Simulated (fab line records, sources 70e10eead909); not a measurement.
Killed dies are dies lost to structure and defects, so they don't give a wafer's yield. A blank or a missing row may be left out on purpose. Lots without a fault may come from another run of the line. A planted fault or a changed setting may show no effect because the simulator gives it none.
Chamber matching | flow nand_harc | NHARC_P_GATE_STRIP_108 on rie_diel-13: 4 sister chambers
The step strips in O2. 16 wafers are shown with their chamber, then 8 later ones without.

WAFERS WITH THEIR CHAMBER
wafer  | chamber | showerhead_plenum_p_Torr (Torr) | drypump_motor_current_A (A) | oes_product_au (a.u.)
L078.1 | 3       | 3.34                            | 5.9                         | 1.010
L078.2 | 1       | 3.70                            | 5.7                         | 1.021
L078.3 | 2       | 3.29                            | 5.2                         | 1.004
L079.2 | 2       | 3.29                            | 5.2                         | 1.001
L079.4 | 1       | 3.70                            | 5.7                         | 1.019
L079.6 | 0       | 3.38                            | 6.1                         | 1.015
L084.3 | 2       | 3.29                            | 5.2                         | 1.006
L084.4 | 3       | 3.34                            | 5.9                         | 0.984
L084.5 | 0       | 3.38                            | 6.1                         | 0.999
L085.1 | 0       | 3.38                            | 6.2                         | 1.007
L085.2 | 3       | 3.34                            | 5.9                         | 0.984
L085.6 | 1       | 3.70                            | 5.7                         | 1.017
L088.1 | 3       | 3.34                            | 5.9                         | 0.992
L088.4 | 0       | 3.38                            | 6.1                         | 1.000
L088.5 | 3       | 3.34                            | 5.9                         | 0.976
L092.2 | 1       | 3.69                            | 5.7                         | 1.010

SIGNATURES (means of the wafers above)
reading                  | chamber 0 | chamber 1 | chamber 2 | chamber 3 | scatter within a chamber
showerhead_plenum_p_Torr | 3.3800    | 3.6975    | 3.2900    | 3.3400    | 0.0025
drypump_motor_current_A  | 6.125     | 5.700     | 5.200     | 5.900     | 0.025
oes_product_au           | 1.00525   | 1.01675   | 1.00367   | 0.98920   | 0.00873
Rule: a wafer's distance from a chamber is the root of the sum, over the readings, of the square of ((its reading less the chamber's mean) divided by the reading's scatter). The wafer belongs to the nearest chamber; if the next one is less than 2 further off, it can't be placed. The scatter: the root of (the sum of the squares of (reading less its chamber's mean) over the shown wafers, divided by (wafers less chambers)).

WAFERS WITHOUT THEIR CHAMBER
wafer  | showerhead_plenum_p_Torr (Torr) | drypump_motor_current_A (A) | oes_product_au (a.u.)
L092.5 | 3.34                            | 5.9                         | 0.983
L092.6 | 3.37                            | 6.1                         | 1.000
L094.2 | 3.69                            | 5.7                         | 1.010
L094.4 | 3.37                            | 6.1                         | 0.991
L094.5 | 3.34                            | 5.9                         | 0.993
L097.3 | 3.69                            | 5.7                         | 1.001
L097.5 | 3.29                            | 5.2                         | 1.003
L097.6 | 3.34                            | 5.9                         | 0.998

WHICH CHAMBER EACH WENT THROUGH
wafer  | from the rows above | in truth
L092.5 | 3                   | 3
L092.6 | 0                   | 0
L094.2 | 1                   | 1
L094.4 | 0                   | 0
L094.5 | 3                   | 3
L097.3 | 1                   | 1
L097.5 | 2                   | 2
L097.6 | 3                   | 3
Placed correctly: 8 of 8. Can't be placed from these rows: 0. Placed wrongly: 0.
